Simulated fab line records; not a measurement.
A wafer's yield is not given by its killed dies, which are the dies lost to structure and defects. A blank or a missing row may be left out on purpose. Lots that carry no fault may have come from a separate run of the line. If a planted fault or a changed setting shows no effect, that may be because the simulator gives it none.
Comparing a struck lot with a sound one + flow n5-finfet + 42 out of 1938 route steps
Sound: these wafers, L289.1, L289.5, L289.6. Struck: wafers L278.1, L278.4. (L278.5 of the same lot was not struck and is left out.) The cause comes at the end.
For every step that has rows: the tool of each side, followed by ch and its chambers, followed by its first start. Under that, the readings that differ: sound wafers + struck wafers + difference of the means + sigmas: that difference in standard deviations of wafers without a fault.
alike: readings with means less than 2 such deviations apart, plus words and numbers identical on both sides. not compared: withheld readings, readings lacking a value on some wafer, bounds such as >300 that could conceal the same value, and numbers that have no deviation in the record and whose values overlap.
Wherever a step has rows on one side only, a row that says differs or no value, or a row with sigmas, the two part there. When numbers do not overlap yet have no deviation, they are printed without sigmas and do not part them. A reading that every wafer of one side lacks parts them only if that side has two wafers or more.

first, 2 steps without rows for these wafers: N5_BEOL_M1_ETCH_41 (etches SiCN in CH3F/O2, target depth 31.9 nm, time 57.8 s); N5_BEOL_M1_STRIP_97 (strips in N2/H2, time 10 s).
N5_BEOL_M1_OCD_MEAS_38:
  sound on ocd-02, day 11 18:10; struck on ocd-01, day 9 00:18
| reading              | sound          | struck    | difference | sigmas |
|----------------------|----------------|-----------|------------|--------|
| trench-depth-nm (nm) | 53.1 55.2 52.9 | 55.6 56.2 | +2.2       | +2     |
then, 4 steps without rows for these wafers: N5_BEOL_M1_HM_STRIP_39 (strips TiN in peroxide tin strip, target depth 25 nm, time 158 s); N5_BEOL_M1_SRD_40 (time 30 s); N5_BEOL_M1_PRECLEAN_42 (cleans in residue remover, time 60 s); N5_BEOL_M1_SRD_43 (time 30 s).
N5_BEOL_M1_CD_MEAS_35: target cd 18 nm, target cd y 21 nm.
  sound on cd-sem-02, day 11 18:19; struck on cd-sem-01, day 9 00:27
  alike: cd-nm
then, 2 steps without rows for these wafers: N5_BEOL_M1_DEGAS_44 (time 60 s); N5_BEOL_M1_PRE_CLEAN_45 (time 30 s).
N5_BEOL_M1_ALD_84: deposits TaN, pulse time 2 s, purge time 3 s, co reactant purge time 2 s.
  sound on ald-metal-04 ch 1,2, day 11 18:40; struck on ald-metal-03 ch 0,3, day 9 01:13
  alike: heater-power-w, mfc-carrier-sccm, precursor-vessel-temp-c
N5_BEOL_M1_SURFACE_TREAT_85:
  sound on pvd-sputter-03, day 11 18:53; struck on pvd-sputter-01, day 9 01:32
  not compared: throttle-valve-pct
N5_BEOL_M1_CVD_47: deposits Co from CCTBA/H2, target thk 3 nm, time 223.8 s.
  sound on cvd-co-01 ch 1,2, day 11 19:09; struck on cvd-co-02 ch 0,1, day 9 01:36
then, 2 steps without rows for these wafers: N5_BEOL_M1_SPUTTER_48 (material Cu, target thk 4.5 nm, time 8.29 s); N5_BEOL_M1_ANNEAL_49 (time 240 s).
N5_BEOL_M1_SPUTTER_79: material Cu, target thk 4.5 nm, time 8.29 s.
  sound on pvd-sputter-01, day 11 20:42; struck on pvd-sputter-01, day 9 02:06
  alike: throttle-valve-pct
N5_BEOL_M1_ANNEAL_80: time 240 s.
  sound on pvd-sputter-01, day 11 20:47; struck on pvd-sputter-01, day 9 02:11
  alike: heater-power-w
then, 9 steps without rows for these wafers: N5_BEOL_M1_SPUTTER_81 (material Cu, target thk 4.5 nm, time 8.29 s); N5_BEOL_M1_ANNEAL_82 (time 240 s); N5_BEOL_M1_SPUTTER_86 (material Cu, target thk 4.5 nm, time 8.29 s); N5_BEOL_M1_ANNEAL_87 (time 240 s); N5_BEOL_M1_SPUTTER_88 (material Cu, target thk 4.5 nm, time 8.29 s); N5_BEOL_M1_ANNEAL_89 (time 240 s); N5_BEOL_M1_SPUTTER_90 (material Cu, target thk 4.5 nm, time 8.29 s); N5_BEOL_M1_ANNEAL_91 (time 240 s); N5_BEOL_M1_SPUTTER_92 (material Cu, target thk 4.5 nm, time 8.29 s).
N5_BEOL_M1_ANNEAL_93: time 240 s.
  sound on pvd-sputter-01, day 11 21:53; struck on pvd-sputter-01, day 9 03:17
  alike: heater-power-w
then, 6 steps without rows for these wafers: N5_BEOL_M1_SPUTTER_94 (material Cu, target thk 4.5 nm, time 8.29 s); N5_BEOL_M1_ANNEAL_95 (time 240 s); N5_BEOL_M1_SPUTTER_96 (material Cu, target thk 4.5 nm, time 8.29 s); N5_BEOL_M1_ECD_50 (material Cu, target thk 300 nm); N5_BEOL_M1_ANNEAL_51 (time 90 s); N5_BEOL_M1_CMP_52 (polishes, stops on SiOC, t overpolish 6.8 s, target thk 40 nm).
N5_BEOL_M1_THK_MEAS_53: measures by xrf.
  sound on film-metro-02, day 11 23:01; struck on film-metro-02, day 9 04:26
  alike: M1_THK
then, 4 steps without rows for these wafers: N5_BEOL_M1_PRE_CLEAN_60 (time 15 s); N5_BEOL_M1_CO_CAP_55 (material Co, precursor CCTBA/H2, target thk 2 nm, time 102.1 s); N5_BEOL_M1_PRE_CLEAN_56 (time 15 s); N5_BEOL_M1_DEP_57 (deposits SiCN from 3MS/NH3, target thk 8 nm, time 14 s).
N5_BEOL_M1_RS_MEAS_58: uses a four-point probe to measure.
  sound on film-metro-01, day 11 23:18; struck on film-metro-02, day 9 04:44
  alike: M1_RS
then, 1 step without rows for these wafers: N5_BEOL_M2_ILD_DEP_00 (deposits SiOC from DEMS/O2, target thk 79 nm, time 15.3 s).
N5_BEOL_M2_THK_MEAS_01:
  sound on film-metro-02, day 11 23:26; struck on film-metro-01, day 9 04:52
  alike: M2_ILD_THK
-- here the record skips 6 days between the struck wafers' starts before and after, leaving off in module BEOL_M2 and picking up in module PASSIVATION (first step shown: number 1936 of the route) --
N5_PASSIVATION_PROBE_49:
  the record has rows for the struck wafers here (prober-02, day 15 06:41) and none for the sound ones

WHERE THEY PART
At N5_BEOL_M1_OCD_MEAS_38 first; at N5_PASSIVATION_PROBE_49 last (within this record only).

WHY: whatever the simulator had introduced
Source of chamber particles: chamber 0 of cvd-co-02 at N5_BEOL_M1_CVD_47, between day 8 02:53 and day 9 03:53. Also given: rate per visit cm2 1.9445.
